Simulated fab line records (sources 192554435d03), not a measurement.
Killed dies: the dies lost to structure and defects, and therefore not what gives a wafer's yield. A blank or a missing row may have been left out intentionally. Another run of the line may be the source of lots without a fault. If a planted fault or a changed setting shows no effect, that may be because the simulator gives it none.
Split-lot study ; flow n5-finfet ; 21 wafers read from 7 lots, route of 1938 steps

ABOUT THE SPLIT
At N5_BEOL_M2_ALD_98 (deposits SiO2, target thk 2.5 nm, pulse time 1 s, co reactant pulse time 1 s), the setting ald-cycles was moved away from the recipe's 17 on 7 of the 21 wafers read, by -17.6% to +17.6%. For the rest of the wafers, this setting stayed at what the recipe calls for.

The reading is taken at the split's own step.

THE READING
SiO2_of_BEOL_M2_ALD_98.thk-nm (the simulator's own value, which no gauge read), in nm, at N5_BEOL_M2_ALD_98 (deposits SiO2, target thk 2.5 nm, pulse time 1 s, co reactant pulse time 1 s). The file gives no usual value for it. Across the 14 wafers here that went through the recipe, the average is 2.5 nm and the standard deviation 0.09 nm.

wafer;tool, chamber at the split;ald-cycles as run;against the recipe;SiO2_of_BEOL_M2_ALD_98.thk-nm, nm;against lot-mates on the recipe
L080.1;ald-sin-01, 0;17;recipe;2.6;-
L080.2;ald-sin-01, 3,1;16;-5.9%;2.4;-0.2
L080.3;ald-sin-01, 3,1;16;-5.9%;2.4;-0.2
L082.2;ald-sin-01, 1;17;recipe;2.6;-
L082.3;ald-sin-01, 0,1;17;recipe;2.4;-
L082.6;ald-sin-01, 0,1;17;recipe;2.4;-
L085.4;ald-sin-04, 2,3;17;recipe;2.6;-
L085.6;ald-sin-04, 2,3;17;recipe;2.6;-
L085.5;ald-sin-04, 2;14;-17.6%;2;-0.6
L088.1;ald-sin-04, 1;17;recipe;2.6;-
L088.5;ald-sin-04, 0;20;+17.6%;3;+0.5
L088.6;ald-sin-04, 3;17;recipe;2.4;-
L094.1;ald-sin-04, 0,1;16;-5.9%;2.4;-0.2
L094.5;ald-sin-04, 0,1;16;-5.9%;2.4;-0.2
L094.2;ald-sin-04, 2;17;recipe;2.6;-
L096.3;ald-sin-03, 3;17;recipe;2.6;-
L096.5;ald-sin-03, 3;17;recipe;2.6;-
L096.4;ald-sin-03, 2;17;recipe;2.4;-
L097.3;ald-sin-03, 1,2;17;recipe;2.6;-
L097.6;ald-sin-03, 1,2;17;recipe;2.6;-
L097.4;ald-sin-03, 0;19;+11.8%;2.8;+0.2
Where a row lists several chambers, the file gives one row for several wafers and doesn't say which wafer went through which chamber.

FIT RESULTS
A straight line over all 21 wafers: SiO2_of_BEOL_M2_ALD_98.thk-nm changes by +0.0267 nm for each +1% of ald-cycles; r = +0.92; the points scatter about the line by 0.081 nm.
The same after taking each lot's own level away (the mean of its wafers on the recipe; 21 wafers): +0.0292 nm for each +1%; r = +0.94; scatter 0.072 nm.
Per that fit: largest ald-cycles move, reading shift of 0.52 nm.
From 2.47 to 2.60 nm: that is the span of the lots' own levels, equal to 1.5 times the standard deviation above.
The two slopes agree, so the slope changes little with the lot-to-lot level.
Check: for one of the wafers moved furthest among these (-17.6%), held out of the fit, the line's prediction against its lot-mates is -0.492 nm. It came out at -0.6 nm against them.

OTHER SPLITS APPLIED TO THESE WAFERS
Other splits were also applied to these wafers ahead of the reading. Each is held against what the fit with the lots' levels taken away leaves over:
other split on the same wafers;wafers away from the commonest value;r with SiO2_of_BEOL_M2_ALD_98.thk-nm (lot level and that fit taken away)
N5_MOL_CONTACT_COAG_ETCH_105 bias-w;7;-0.07
N5_MOL_CONTACT_COAG_EXPOSE_81 dose-mj;12;+0.32
N5_MOL_CONTACT_COAG_ETCH_91 time-s;6;+0.11
N5_BEOL_M0_SAQP_DESCUM_19 time-s;7;+0.05
N5_BEOL_M0_SAQP_COAT_72 spin-rpm;5;-0.16
N5_BEOL_M0_SAQP_EXPOSE_37 dose-mj;5;-0.05
N5_BEOL_M1_ETCH_64 source-w;9;-0.17
N5_BEOL_M2_COAT_22 spin-rpm;9;+0.14

THE FILE'S OWN FIT
SiO2_of_BEOL_M2_ALD_98.thk-nm changes by +0.029 nm for each +1% of ald-cycles, r = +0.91.
